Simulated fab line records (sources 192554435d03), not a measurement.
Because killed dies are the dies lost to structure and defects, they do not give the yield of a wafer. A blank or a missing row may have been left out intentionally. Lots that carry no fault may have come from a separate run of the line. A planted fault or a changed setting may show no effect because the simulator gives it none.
Chamber matching :: flow n5 finfet :: N5_BEOL_M5_PECVD_70 on pecvd-03: 3 sister chambers
The step deposits SiO2 from TEOS/O2, target thk 16 nm, time 18 s. 3 wafers are shown with their chamber, then 9 later ones without.

== WAFERS WITH THEIR CHAMBER ==
wafer: L084.5
chamber: 1
showerhead plenum p Torr (Torr): 8.84

wafer: L085.4
chamber: 0
showerhead plenum p Torr (Torr): 8.86

wafer: L085.6
chamber: 2
showerhead plenum p Torr (Torr): 8.73

== WAFERS WITH NO CHAMBER GIVEN ==
wafer: L091.1
showerhead plenum p Torr (Torr): 8.87

wafer: L091.3
showerhead plenum p Torr (Torr): 8.84

wafer: L091.4
showerhead plenum p Torr (Torr): 8.86

wafer: L096.1
showerhead plenum p Torr (Torr): 8.84

wafer: L096.3
showerhead plenum p Torr (Torr): 8.74

wafer: L096.6
showerhead plenum p Torr (Torr): 8.87

wafer: L095.1
showerhead plenum p Torr (Torr): 8.76

wafer: L095.4
showerhead plenum p Torr (Torr): 8.85

wafer: L095.6
showerhead plenum p Torr (Torr): 8.72

== CHAMBER TAKEN BY EACH ==
wafer: L091.1
from the rows above: can't be placed: 0 or 1
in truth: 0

wafer: L091.3
from the rows above: can't be placed: 1 or 0
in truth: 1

wafer: L091.4
from the rows above: can't be placed: 0 or 1
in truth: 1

wafer: L096.1
from the rows above: can't be placed: 1 or 0
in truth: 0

wafer: L096.3
from the rows above: 2
in truth: 2

wafer: L096.6
from the rows above: can't be placed: 0 or 1
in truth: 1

wafer: L095.1
from the rows above: 2
in truth: 2

wafer: L095.4
from the rows above: can't be placed: 0 or 1
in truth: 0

wafer: L095.6
from the rows above: 2
in truth: 2
3 of 9 placed correctly. Unplaceable from these rows: 6, with the true chamber sitting among the candidates in 6. Placed wrongly: 0.
How it was worked out, from the rows above alone: a wafer's distance from a chamber is the root of the sum, over the readings, of the square of ((its reading less the chamber's mean) divided by the reading's scatter). The wafer belongs to the nearest chamber; if the next one is less than 2 further off, it can't be placed. Each chamber's mean is taken over the wafers shown for it. The scatter (one wafer shown for each chamber): square how far every hidden wafer sits from the nearest shown wafer, average those squares and take the square root.
